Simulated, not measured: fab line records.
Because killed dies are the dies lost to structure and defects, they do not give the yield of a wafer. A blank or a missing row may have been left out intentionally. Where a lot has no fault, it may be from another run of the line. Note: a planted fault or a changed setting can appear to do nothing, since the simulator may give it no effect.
fab line records | flow nand_harc
[record] lots = 13 | wafers = 39 | last_day = 33
route steps=1302 shown A_ONON_D2@562 A_CHANNEL_HOLE_D2@570 END@1302
lots that met no fault: taken from a fault-free run of the same line
start_h: hours from the record's first day to the start of the lot's first wafer shown | wait_h: time in hours since the lot's previous step | " as in the row above | L1.1+2: a row that stands for several wafers | - either no value or no given start | * or withheld: withheld | < > ~ a bound
route shown NAME@n: a module of which the file shows steps, and the number in the route of the first | usual: mean/standard deviation taken from wafers without a fault | same: alike in all rows | chamber/n: place in a boat | sites: per-site readings | _std_site: the values' standard deviation | _edge_site: mean of outer sites minus mean of inner sites | radius_mm: for every site, how far away it sits from the centre of the wafer | mask NAME#n: copy n | behind: tool/chamber where the wafer was last shaped | hold: what put the lot on hold/how long, in hours/how the hold closed | device: whichever transistor did not switch (one of n, p or np) | end of line: tests run on the same wafers once the route is complete | for a step that has no rows: nothing shown but its recipe | killed: not the wafer's yield, but the dies lost to structure and defects at the first sort | map: the dies of a wafer, with x for killed, . for not killed, _ for no die there
set.NAME: the setting as run; set.NAME@STEP: as run at that earlier step | model.NAME: the simulator's own value behind a step, which no gauge read
one table for each step of the route and one row for each wafer, over a sample of lots
services: a tool's chamber out of use, with start hour (start_h, from the record's first day; less than 0 if before it), hours out, and reason
[[steps]]
[step NHARC_A_ONON_D2_DEP_25]
[recipe] target_thk_a = 10000 | n2_flow_sccm = 2750 | n2o_flow_sccm = 2000 | nh3_flow_sccm = 500 | sih4_flow_sccm = 210 | temp_c = 400
lot.wafer  | tool          | chamber | start_h | wait_h
L440.1+2+5 | pecvd_onon-03 | 0       | 282.29  | 0.1
L442.2+4+5 | pecvd_onon-04 | 0       | 304.39  | 0.1
L444.1+2+5 | pecvd_onon-03 | 0       | 319.16  | 0.1
L449.1+2+3 | pecvd_onon-03 | 0       | 386.27  | 0.1
L450.2+3+6 | pecvd_onon-03 | 0       | 400.26  | 0.1
L454.2+3+5 | pecvd_onon-01 | 0       | 439.17  | 0.1
L457.1+5+6 | pecvd_onon-04 | 0       | 444.59  | 0.1
L455.2+3+5 | pecvd_onon-01 | 0       | 444.69  | 0.1
L458.1+5+6 | pecvd_onon-04 | 0       | 457.94  | 0.2
L460.2+4+5 | pecvd_onon-01 | 0       | 488.18  | 0.1
L461.3+4+6 | pecvd_onon-01 | 0       | 506.90  | 0.2
L462.1+3+6 | pecvd_onon-04 | 0       | 510.53  | 0.1
L463.1+2+6 | pecvd_onon-04 | 0       | 518.30  | 0.1
[step NHARC_A_ONON_D2_THK_MEAS_27]
[recipe] thk_meas_gauge = ellipsometry
[usual] thk_nm = 999/8.9
lot.wafer | tool          | chamber | start_h | wait_h | thk_nm
L440.1    | film_metro-01 | -       | 282.80  | -      | 1010
L440.2    | "             | -       | "       | "      | 1011
L440.5    | "             | -       | "       | "      | 1011
L442.2    | film_metro-01 | -       | 304.85  | -      | 991
L442.4    | "             | -       | "       | "      | 990
L442.5    | "             | -       | "       | "      | 992
L444.1    | film_metro-01 | -       | 319.67  | -      | 1002
L444.2    | "             | -       | "       | "      | 1004
L444.5    | "             | -       | "       | "      | 1005
L449.1    | film_metro-01 | -       | 386.78  | -      | 1425
L449.2    | "             | -       | "       | "      | 1428
L449.3    | "             | -       | "       | "      | 996
L450.2    | film_metro-02 | -       | 400.72  | -      | 1429
L450.3    | "             | -       | "       | "      | 996
L450.6    | "             | -       | "       | "      | 996
L454.2    | film_metro-02 | -       | 439.63  | -      | 999
L454.3    | "             | -       | "       | "      | 1000
L454.5    | "             | -       | "       | "      | 1001
L457.1    | film_metro-02 | -       | 445.10  | -      | 998
L457.5    | "             | -       | "       | "      | 997
L457.6    | "             | -       | "       | "      | 996
L455.2    | film_metro-01 | -       | 445.14  | -      | 999
L455.3    | "             | -       | "       | "      | 999
L455.5    | "             | -       | "       | "      | 999
L458.1    | film_metro-02 | -       | 458.45  | -      | 997
L458.5    | "             | -       | "       | "      | 997
L458.6    | "             | -       | "       | "      | 997
L460.2    | film_metro-02 | -       | 488.63  | -      | 986
L460.4    | "             | -       | "       | "      | 985
L460.5    | "             | -       | "       | "      | 986
L461.3    | film_metro-02 | -       | 507.29  | -      | 1006
L461.4    | "             | -       | "       | "      | 1007
L461.6    | "             | -       | "       | "      | 1005
L462.1    | film_metro-01 | -       | 511.05  | -      | 1010
L462.3    | "             | -       | "       | "      | 1009
L462.6    | "             | -       | "       | "      | 1009
L463.1    | film_metro-02 | -       | 518.81  | -      | 1006
L463.2    | "             | -       | "       | "      | 1005
L463.6    | "             | -       | "       | "      | 1004
[step NHARC_A_ONON_D2_DEP_33]
[recipe] target_thk_a = 2000 | temp_c = 400 | pressure_torr = 6.5 | rf_w = 900 | teos_flow_sccm = 161.4 | flow_sccm = 2650 | target_thk_nm = 200 | gas = O2 | material = SiO2
[usual] heater_power_w = 589/93 | throttle_valve_pct = 15.9/0.47
lot.wafer | tool     | chamber | start_h | wait_h | heater_power_w | since_wet_clean_h | throttle_valve_pct
L440.2    | pecvd-04 | 0       | 283.43  | 0.1    | 699            | 1                 | 15.7
L440.1    | "        | 1       | "       | "      | 602            | 1                 | 16.4
L440.5    | "        | 0       | "       | "      | 726            | -                 | 15.6
L442.2    | pecvd-04 | 1       | 305.72  | 0.3    | 547            | 23                | 15.8
L442.4    | "        | 1       | "       | "      | 558            | -                 | 16.4
L442.5    | "        | 0       | "       | "      | 542            | -                 | 15.7
L444.2    | pecvd-04 | 1       | 320.34  | 0.1    | 589            | 38                | 16.6
L444.1    | "        | 2       | "       | "      | 609            | 38                | 15.4
L444.5    | "        | 2       | "       | "      | 612            | -                 | 15.0
L449.1    | pecvd-02 | 0       | 387.40  | 0.1    | 568            | 147               | 16.3
L449.2    | "        | 2       | "       | "      | 472            | 147               | 15.7
L449.3    | "        | 0       | "       | "      | 567            | -                 | 16.2
L450.2    | pecvd-02 | 1       | 401.34  | 0.1    | 835            | 161               | 16.6
L450.3    | "        | 2       | "       | "      | 429            | 161               | 15.8
L450.6    | "        | 1       | "       | "      | 851            | -                 | 16.7
L454.2    | pecvd-02 | 1       | 440.25  | 0.1    | 776            | 19                | 16.5
L454.3    | "        | 2       | "       | "      | 526            | 19                | 15.9
L454.5    | "        | 2       | "       | "      | 534            | -                 | 15.9
L455.2    | pecvd-04 | 1       | 445.78  | 0.1    | 469            | 163               | 16.5
L455.3    | "        | 1       | "       | "      | 491            | -                 | 16.5
L455.5    | "        | 2       | "       | "      | 658            | -                 | 15.5
L457.1    | pecvd-02 | 1       | 445.81  | 0.1    | 752            | 25                | 16.4
L457.6    | "        | 2       | "       | "      | 490            | -                 | 16.3
L457.5    | "        | 1       | "       | "      | 740            | -                 | 16.5
L458.1    | pecvd-03 | 1       | 459.25  | 0.1    | 651            | 80                | 15.2
L458.6    | "        | 0       | "       | "      | 535            | -                 | 15.8
L458.5    | "        | 1       | "       | "      | 650            | -                 | 15.4
L460.2    | pecvd-04 | 2       | 489.34  | 0.1    | 649            | 26                | 15.1
L460.5    | "        | 0       | "       | "      | 642            | -                 | 16.0
L460.4    | "        | 1       | "       | "      | 548            | -                 | 15.8
L461.3    | pecvd-04 | 2       | 508.00  | 0.1    | 651            | 45                | 15.3
L461.4    | "        | 0       | "       | "      | 588            | -                 | 15.7
L461.6    | "        | 2       | "       | "      | 655            | -                 | 15.2
L462.1    | pecvd-02 | 2       | 511.72  | 0.1    | 456            | 91                | 16.1
L462.3    | "        | 0       | "       | "      | 570            | 91                | 16.2
L462.6    | "        | 2       | "       | "      | 463            | -                 | 16.3
L463.1    | pecvd-04 | 2       | 519.43  | 0.1    | 642            | 56                | 15.1
L463.2    | "        | 0       | "       | "      | 591            | 56                | 15.6
L463.6    | "        | 1       | "       | "      | 437            | -                 | 16.3
[step NHARC_A_ONON_D2_INSPECT_32]
[usual] raw_defect_count = 351/120
lot.wafer | tool              | chamber | start_h | wait_h | raw_defect_count
L440.1    | defect_inspect-01 | -       | 283.90  | 0.0    | 297
L440.2    | "                 | -       | "       | "      | 249
L440.5    | "                 | -       | "       | "      | 222
L442.2    | defect_inspect-01 | -       | 306.19  | 0.0    | 377
L442.4    | "                 | -       | "       | "      | 458
L442.5    | "                 | -       | "       | "      | 298
L444.1    | defect_inspect-02 | -       | 320.77  | 0.0    | 310
L444.2    | "                 | -       | "       | "      | 322
L444.5    | "                 | -       | "       | "      | 173
L449.1    | defect_inspect-02 | -       | 388.02  | 0.0    | 355
L449.2    | "                 | -       | "       | "      | 320
L449.3    | "                 | -       | "       | "      | 282
L450.2    | defect_inspect-02 | -       | 401.82  | 0.0    | 214
L450.3    | "                 | -       | "       | "      | 243
L450.6    | "                 | -       | "       | "      | 327
L454.2    | defect_inspect-01 | -       | 440.75  | 0.0    | 312
L454.3    | "                 | -       | "       | "      | 288
L454.5    | "                 | -       | "       | "      | 372
L457.1    | defect_inspect-02 | -       | 446.20  | 0.0    | 446
L457.5    | "                 | -       | "       | "      | 368
L457.6    | "                 | -       | "       | "      | 317
L455.2    | defect_inspect-01 | -       | 446.39  | 0.0    | 427
L455.3    | "                 | -       | "       | "      | 367
L455.5    | "                 | -       | "       | "      | 362
L458.1    | defect_inspect-02 | -       | 459.70  | 0.0    | 557
L458.5    | "                 | -       | "       | "      | 496
L458.6    | "                 | -       | "       | "      | 377
L460.2    | defect_inspect-02 | -       | 489.75  | 0.0    | 350
L460.4    | "                 | -       | "       | "      | 309
L460.5    | "                 | -       | "       | "      | 202
L461.3    | defect_inspect-01 | -       | 508.41  | 0.0    | 321
L461.4    | "                 | -       | "       | "      | 321
L461.6    | "                 | -       | "       | "      | 371
L462.1    | defect_inspect-01 | -       | 512.17  | 0.0    | 463
L462.3    | "                 | -       | "       | "      | 372
L462.6    | "                 | -       | "       | "      | 374
L463.1    | defect_inspect-02 | -       | 519.90  | 0.0    | 314
L463.2    | "                 | -       | "       | "      | 240
L463.6    | "                 | -       | "       | "      | 204
[step NHARC_A_CHANNEL_HOLE_D2_DEP_00]
[recipe] target_thk_a = 31000 | temp_c = 400 | material = aC
[usual] throttle_valve_pct = 35.001/0.01
lot.wafer | tool       | chamber | start_h | wait_h | throttle_valve_pct
L440.1    | acl_dep-01 | 0       | 285.68  | 1.8    | 35.011
L440.2    | "          | 0       | "       | "      | 35.000
L440.5    | "          | 0       | "       | "      | 35.015
L442.2    | acl_dep-01 | 0       | 308.22  | 2.0    | 35.009
L442.4    | "          | 0       | "       | "      | 34.997
L442.5    | "          | 0       | "       | "      | 35.024
L444.1    | acl_dep-01 | 0       | 323.39  | 2.6    | 34.995
L444.2    | "          | 0       | "       | "      | 34.999
L444.5    | "          | 0       | "       | "      | 35.004
L449.3    | acl_dep-01 | 0       | 392.45  | 4.4    | 34.996
L450.3    | acl_dep-03 | 0       | 403.07  | 1.2    | 34.982
L450.6    | "          | 0       | "       | "      | 34.983
L454.2    | acl_dep-02 | 0       | 441.14  | 0.4    | 34.995
L454.3    | "          | 0       | "       | "      | 35.003
L454.5    | "          | 0       | "       | "      | 34.989
L457.1    | acl_dep-02 | 0       | 448.87  | 2.7    | 35.009
L457.5    | "          | 0       | 450.11  | 3.9    | 34.998
L457.6    | "          | 0       | "       | "      | 34.995
L455.2    | acl_dep-03 | 0       | 449.23  | 2.8    | 35.018
L455.3    | "          | 0       | "       | "      | 34.980
L455.5    | "          | 0       | "       | "      | 34.994
L458.1    | acl_dep-01 | 0       | 461.72  | 2.0    | 35.011
L458.5    | "          | 0       | 462.99  | 3.3    | 35.006
L458.6    | "          | 0       | "       | "      | 35.003
L460.2    | acl_dep-01 | 0       | 492.60  | 2.8    | 35.005
L460.4    | "          | 0       | "       | "      | 34.994
L460.5    | "          | 0       | "       | "      | 35.002
L461.3    | acl_dep-02 | 0       | 510.90  | 2.5    | 35.005
L461.4    | "          | 0       | "       | "      | 34.992
L461.6    | "          | 0       | "       | "      | 34.996
L462.1    | acl_dep-01 | 0       | 512.62  | 0.4    | 35.003
L462.3    | "          | 0       | "       | "      | 34.989
L462.6    | "          | 0       | "       | "      | 35.017
L463.1    | acl_dep-01 | 0       | 521.11  | 1.2    | 35.012
L463.2    | "          | 0       | "       | "      | 34.996
L463.6    | "          | 0       | 522.72  | 2.8    | 34.999
[step NHARC_END_SORT_01]
[recipe] temp_c = 25
[usual] killed_at_array = 59/16 | killed_at_other = 0.8/1.1 | killed_at_periphery = 3.6/2.4 | killed_dies = 64/16 | killed_open = 3.4/1.8 | killed_short = 2.5/1.6
[same] gross_dies = 677
lot.wafer | tool      | chamber | start_h | wait_h | killed_at_array | killed_at_other | killed_at_periphery | killed_dies | killed_open | killed_short
L444.1    | prober-01 | 0       | 594.62  | 2.5    | 40              | 3               | 4                   | 47          | 3           | 2
L444.2    | prober-01 | 0       | 595.42  | 2.8    | 43              | 3               | 4                   | 50          | 4           | 8
L444.5    | prober-01 | 0       | 597.80  | 3.7    | 58              | 2               | 5                   | 65          | 3           | 2
L449.1    | prober-02 | 0       | 690.10  | 2.5    | 668             | 1               | 8                   | 677         | 5           | 1
L449.2    | prober-02 | 0       | 690.90  | 2.8    | 672             | 3               | 2                   | 677         | 2           | 1
L449.3    | prober-02 | 0       | 691.70  | 3.1    | 52              | 0               | 8                   | 60          | 3           | 0
L450.2    | prober-02 | 0       | 698.70  | 2.8    | 673             | 0               | 4                   | 677         | 6           | 0
L450.3    | prober-02 | 0       | 699.51  | 3.1    | 67              | 0               | 3                   | 70          | 5           | 4
L450.6    | prober-02 | 0       | 701.94  | 4.0    | 61              | 1               | 2                   | 64          | 0           | 2
L457.1    | prober-02 | 0       | 725.17  | 2.5    | 47              | 2               | 1                   | 50          | 2           | 1
L457.5    | prober-02 | 0       | 728.35  | 3.7    | 49              | 6               | 3                   | 58          | 2           | 2
L457.6    | prober-02 | 0       | 729.15  | 4.0    | 46              | 2               | 1                   | 49          | 5           | 1
L458.1    | prober-02 | 0       | 741.21  | 2.5    | 61              | 1               | 4                   | 66          | 10          | 5
L458.5    | prober-02 | 0       | 744.37  | 3.7    | 62              | 0               | 6                   | 68          | 8           | 3
L458.6    | prober-02 | 0       | 745.16  | 4.0    | 48              | 2               | 3                   | 53          | 3           | 0
L455.2    | prober-01 | 0       | 742.41  | 2.8    | 46              | 1               | 2                   | 49          | 4           | 2
L455.3    | prober-01 | 0       | 743.22  | 3.1    | 51              | 0               | 5                   | 56          | 3           | 4
L455.5    | prober-01 | 0       | 744.83  | 3.7    | 50              | 0               | 3                   | 53          | 6           | 2
L460.2    | prober-01 | 0       | 764.27  | 2.8    | 53              | 0               | 3                   | 56          | 3           | 2
L460.4    | prober-01 | 0       | 765.85  | 3.4    | 62              | 0               | 1                   | 63          | 5           | 3
L460.5    | prober-01 | 0       | 766.64  | 3.7    | 71              | 0               | 0                   | 71          | 3           | 3
L462.1    | prober-01 | 0       | 779.44  | 2.5    | 78              | 0               | 1                   | 79          | 6           | 1
L461.4    | prober-02 | 0       | 781.94  | 3.5    | 50              | 4               | 4                   | 58          | 4           | 1
L463.1    | prober-01 | 0       | 789.01  | 2.5    | 28              | 0               | 1                   | 29          | 4           | 3
L463.2    | prober-01 | 0       | 789.83  | 2.8    | 41              | 1               | 3                   | 45          | 4           | 4
L463.6    | prober-01 | 0       | 793.08  | 4.1    | 29              | 0               | 1                   | 30          | 2           | 2
// killed by level:class
L444.1 A_CHANNEL_HOLE_D2:chamber_film_flake=28 A_STAIRCASE:chamber_film_flake=3 A_CONTACT:chamber_film_flake=3 THIN_TSV:chamber_film_flake=3 P_GATE:chamber_film_flake=2 A_CHANNEL_HOLE_D1:chamber_film_flake=2 P_M1:geometric_particle:open=1 A_CHANNEL_FILL_D1:geometric_particle:short=1
L444.2 A_CHANNEL_HOLE_D2:chamber_film_flake=27 A_CHANNEL_FILL_D2:geometric_particle:short=3 A_ONON_D1:geometric_particle:short=2 P_GATE:chamber_film_flake=2 A_CHANNEL_HOLE_D1:chamber_film_flake=2 A_STAIRCASE:chamber_film_flake=2 THIN_TSV:chamber_film_flake=2 P_M0:geometric_particle:open=1
L444.5 A_CHANNEL_HOLE_D2:chamber_film_flake=37 A_CONTACT:chamber_film_flake=6 A_SLIT:chamber_film_flake=5 A_STAIRCASE:chamber_film_flake=4 A_CHANNEL_HOLE_D1:chamber_film_flake=3 P_M1:chamber_film_flake=2 THIN_TSV:chamber_film_flake=2 P_CONTACT:geometric_particle:open=1
L449.1 A_ONON_D2:area_dep=604 A_CHANNEL_HOLE_D1:chamber_film_flake=29 A_CHANNEL_HOLE_D2:chamber_film_flake=16 A_CONTACT:chamber_film_flake=5 P_M0:chamber_film_flake=5 A_STAIRCASE:chamber_film_flake=4 A_DECK1_JOINT:chamber_film_flake=3 A_CHANNEL_FILL_D1:chamber_film_flake=2
L449.2 A_ONON_D2:area_dep=612 A_CHANNEL_HOLE_D1:chamber_film_flake=35 A_CHANNEL_HOLE_D2:chamber_film_flake=14 A_STAIRCASE:chamber_film_flake=3 THIN_TSV:chamber_film_flake=3 A_CHANNEL_FILL_D1:chamber_film_flake=2 A_DECK1_JOINT:chamber_film_flake=2 P_GATE:geometric_particle:open=1
L449.3 A_CHANNEL_HOLE_D1:chamber_film_flake=29 A_CHANNEL_HOLE_D2:chamber_film_flake=8 P_M0:chamber_film_flake=5 A_CHANNEL_FILL_D1:chamber_film_flake=4 A_STAIRCASE:chamber_film_flake=4 A_CONTACT:chamber_film_flake=4 P_CONTACT:geometric_particle:open=2 A_ONON_D1:geometric_particle:open=1
L450.2 A_ONON_D2:area_dep=606 A_CHANNEL_HOLE_D1:chamber_film_flake=35 A_SLIT:chamber_film_flake=24 A_ONON_D2:geometric_particle:open=2 P_M2:geometric_particle:open=1 A_CHANNEL_FILL_D1:geometric_particle:open=1 A_SLIT:geometric_particle:open=1 A_M0:geometric_particle:open=1
L450.3 A_SLIT:chamber_film_flake=29 A_CHANNEL_HOLE_D1:chamber_film_flake=22 A_CONTACT:chamber_film_flake=4 P_M0:chamber_film_flake=2 P_GATE:geometric_particle:open=1 A_SOURCE_PLATE:geometric_particle:short=1 A_CHANNEL_HOLE_D1:geometric_particle:open=1 A_ONON_D2:geometric_particle:short=1
L450.6 A_CHANNEL_HOLE_D1:chamber_film_flake=29 A_SLIT:chamber_film_flake=20 A_CONTACT:chamber_film_flake=4 A_CHANNEL_HOLE_D2:chamber_film_flake=2 A_STAIRCASE:chamber_film_flake=2 A_WL_FILL:chamber_film_flake=2 A_ONON_D1:geometric_particle:short=1 A_ONON_D2:geometric_particle:short=1
L457.1 A_CHANNEL_HOLE_D2:chamber_film_flake=24 A_CHANNEL_HOLE_D1:chamber_film_flake=12 A_SLIT:chamber_film_flake=5 A_CONTACT:chamber_film_flake=2 THIN_TSV:chamber_film_flake=2 A_CHANNEL_FILL_D1:geometric_particle:short=1 A_ONON_D2:geometric_particle:open=1 A_CHANNEL_FILL_D2:geometric_particle:open=1
L457.5 A_CHANNEL_HOLE_D2:chamber_film_flake=23 A_SLIT:chamber_film_flake=11 A_CHANNEL_HOLE_D1:chamber_film_flake=9 THIN_TSV:chamber_film_flake=6 P_GATE:chamber_film_flake=2 A_STAIRCASE:chamber_film_flake=2 P_M0:geometric_particle:open=1 A_DECK1_JOINT:geometric_particle:short=1
L457.6 A_CHANNEL_HOLE_D2:chamber_film_flake=26 A_SLIT:chamber_film_flake=6 A_CHANNEL_HOLE_D1:chamber_film_flake=3 A_ONON_D2:geometric_particle:open=2 THIN_TSV:chamber_film_flake=2 A_CHANNEL_HOLE_D1:geometric_particle:open=1 A_CHANNEL_FILL_D1:geometric_particle:open=1 A_CHANNEL_FILL_D2:geometric_particle:open=1
L458.1 A_CHANNEL_HOLE_D1:chamber_film_flake=36 A_CONTACT:chamber_film_flake=4 A_ONON_D1:geometric_particle:short=3 A_CHANNEL_FILL_D1:geometric_particle:open=3 A_ONON_D1:geometric_particle:open=2 A_SLIT:chamber_film_flake=2 A_STAIRCASE:chamber_film_flake=2 A_WL_FILL:chamber_film_flake=2
L455.2 A_CHANNEL_HOLE_D1:chamber_film_flake=29 A_CONTACT:chamber_film_flake=5 A_BLC:geometric_particle:open=2 A_SLIT:chamber_film_flake=2 A_CHANNEL_FILL_D1:chamber_film_flake=2 A_ONON_D2:geometric_particle:short=1 A_STAIRCASE:geometric_particle:open=1 A_WL_FILL:geometric_particle:short=1
L455.3 A_CHANNEL_HOLE_D1:chamber_film_flake=28 A_SLIT:chamber_film_flake=7 A_CONTACT:chamber_film_flake=5 P_STI:chamber_film_flake=3 A_CHANNEL_FILL_D2:chamber_film_flake=2 P_GATE:geometric_particle:open=1 A_DECK1_JOINT:geometric_particle:short=1 A_CHANNEL_FILL_D2:geometric_particle:short=1
L458.5 A_CHANNEL_HOLE_D1:chamber_film_flake=33 A_SLIT:chamber_film_flake=5 A_ZERO_WELL:chamber_film_flake=4 A_CONTACT:chamber_film_flake=4 A_WL_FILL:chamber_film_flake=3 A_BLC:geometric_particle:open=2 P_ZERO_WELL:chamber_film_flake=2 P_M2:chamber_film_flake=2
L455.5 A_CHANNEL_HOLE_D1:chamber_film_flake=31 A_CONTACT:chamber_film_flake=7 A_SLIT:chamber_film_flake=6 P_M1:geometric_particle:open=3 A_CHANNEL_FILL_D1:geometric_particle:short=1 A_DECK1_JOINT:geometric_particle:open=1 A_ONON_D2:geometric_particle:short=1 A_CONTACT:geometric_particle:open=1
L458.6 A_CHANNEL_HOLE_D1:chamber_film_flake=28 A_CONTACT:chamber_film_flake=5 A_SLIT:chamber_film_flake=5 A_WL_FILL:chamber_film_flake=3 A_CHANNEL_FILL_D1:geometric_particle:open=2 P_ZERO_WELL:chamber_film_flake=2 THIN_TSV:chamber_film_flake=2 A_STAIRCASE:chamber_film_flake=2
L460.2 A_CHANNEL_HOLE_D2:chamber_film_flake=24 A_CHANNEL_HOLE_D1:chamber_film_flake=14 A_CONTACT:chamber_film_flake=4 A_SLIT:chamber_film_flake=3 A_STAIRCASE:chamber_film_flake=3 P_STI:geometric_particle:short=1 P_M0:geometric_particle:open=1 A_DECK1_JOINT:geometric_particle:open=1
L460.4 A_CHANNEL_HOLE_D2:chamber_film_flake=27 A_CHANNEL_HOLE_D1:chamber_film_flake=18 A_STAIRCASE:chamber_film_flake=5 A_WL_FILL:geometric_particle:short=2 A_M0:geometric_particle:open=2 A_SLIT:chamber_film_flake=2 A_CONTACT:chamber_film_flake=2 P_M0:geometric_particle:open=1
L460.5 A_CHANNEL_HOLE_D2:chamber_film_flake=24 A_CHANNEL_HOLE_D1:chamber_film_flake=14 A_CONTACT:chamber_film_flake=10 A_STAIRCASE:chamber_film_flake=8 A_SLIT:chamber_film_flake=6 A_WL_FILL:chamber_film_flake=2 A_CHANNEL_FILL_D1:geometric_particle:short=1 A_DECK1_JOINT:geometric_particle:open=1
L462.1 A_CHANNEL_HOLE_D2:chamber_film_flake=28 A_CHANNEL_HOLE_D1:chamber_film_flake=14 A_CONTACT:chamber_film_flake=10 A_SLIT:chamber_film_flake=8 A_STAIRCASE:chamber_film_flake=5 A_M1:chamber_film_flake=4 A_CHANNEL_HOLE_D2:geometric_particle:open=2 P_M0:geometric_particle:open=1
L461.4 A_SLIT:chamber_film_flake=34 THIN_TSV:chamber_film_flake=4 P_GATE:chamber_film_flake=3 A_STAIRCASE:chamber_film_flake=3 A_BLC:geometric_particle:open=2 A_ZERO_WELL:chamber_film_flake=2 A_CHANNEL_HOLE_D1:unspecified=2 A_CHANNEL_HOLE_D1:chamber_film_flake=2
L463.1 A_SLIT:chamber_film_flake=7 A_CONTACT:chamber_film_flake=5 A_CHANNEL_HOLE_D1:chamber_film_flake=3 A_DECK1_JOINT:geometric_particle:open=2 A_CHANNEL_HOLE_D1:geometric_particle:open=1 A_CHANNEL_FILL_D1:geometric_particle:short=1 A_ONON_D2:geometric_particle:short=1 A_CHANNEL_HOLE_D2:geometric_particle:open=1
L463.2 A_SLIT:chamber_film_flake=12 A_CHANNEL_HOLE_D1:chamber_film_flake=9 A_CONTACT:chamber_film_flake=5 A_STAIRCASE:chamber_film_flake=4 A_ONON_D1:geometric_particle:open=2 A_M1:chamber_film_flake=2 P_CONTACT:geometric_particle:short=1 A_WL_FILL:geometric_particle:short=1
L463.6 A_SLIT:chamber_film_flake=8 A_CHANNEL_HOLE_D1:chamber_film_flake=4 A_STAIRCASE:chamber_film_flake=3 A_WL_FILL:chamber_film_flake=3 A_M1:chamber_film_flake=2 A_ONON_D1:geometric_particle:open=1 A_CHANNEL_FILL_D1:geometric_particle:short=1 A_WL_FILL:geometric_particle:open=1
[[services]]
tool          | chamber | start_h | hours | kind
pecvd-04      | 1       | 261.40  | 6.8   | repair
pecvd-04      | -       | 269.37  | 13.0  | pm
pecvd-04      | 0       | 269.37  | 13.0  | vent_cycle
pecvd-04      | 1       | 269.37  | 13.0  | vent_cycle
pecvd-04      | 2       | 269.37  | 13.0  | vent_cycle
pecvd_onon-01 | -       | 269.76  | 13.0  | pm
pecvd-03      | -       | 299.93  | 0.6   | repair
acl_dep-03    | -       | 304.85  | 13.0  | pm
pecvd_onon-04 | -       | 311.31  | 13.0  | pm
pecvd-04      | -       | 360.36  | 0.3   | repair
pecvd-03      | -       | 366.61  | 13.0  | pm
acl_dep-01    | -       | 375.05  | 13.0  | pm
pecvd-03      | 0       | 394.48  | 8.3   | repair
pecvd_onon-03 | -       | 408.00  | 13.0  | pm
pecvd-02      | -       | 408.24  | 13.0  | pm
acl_dep-02    | -       | 425.14  | 13.0  | pm
pecvd-04      | -       | 431.43  | 2.4   | repair
pecvd-04      | 0       | 434.21  | 18.2  | repair
pecvd-04      | -       | 450.37  | 13.0  | pm
pecvd_onon-01 | -       | 450.76  | 13.0  | pm
pecvd_onon-03 | -       | 454.56  | 5.3   | repair
pecvd-04      | -       | 464.47  | 0.2   | repair
acl_dep-03    | -       | 486.46  | 13.0  | pm
pecvd_onon-04 | -       | 492.41  | 13.0  | pm
[[key]]
[first_sign] step = NHARC_A_ONON_D2_THK_MEAS_27 | reading = thk_nm | direction = up | sigmas = 48 | usual = 999 | struck = 1427
[effect] step = NHARC_END_SORT_01 | reading = killed_dies | direction = up | sigmas = 39 | usual = 64 | struck = 677
[more_kills_born_at] NHARC_A_ONON_D2_DEP_25@pecvd_onon-03 = 1822
met_at NHARC_A_ONON_D2_DEP_25
struck_lots L449,L450
struck_wafers L449.1,L449.2,L450.2
later_rows_left_out L449.1,L449.2,L450.2
tester_left_out L449,L450
not_acting_at NHARC_A_ONON_D2_DEP_33,NHARC_A_ONON_D2_INSPECT_32,NHARC_A_CHANNEL_HOLE_D2_DEP_00
onset_between 319.16 386.27
[fault] kind = process_parameter_drift | tool = pecvd_onon-03 | chamber = - | onset_h = 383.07 | steps = NHARC_A_ONON_D2_DEP_25 | channel = target_thk_a | offset = * | shape = step | end_h = 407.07 | scope = struck_wafers_only | acts_in = * | stated = *
// tester_left_out: of these lots the tester's yield and bins aren't shown, on N5 and GAA mostly nor the transistor test; their killed dies are dies lost to structure and defects alone, not to doping, threshold or leakage, so they don't give the yield
// later_rows_left_out: the simulator's readings of these wafers behind a module that went badly wrong aren't trusted and aren't shown, but for the sort
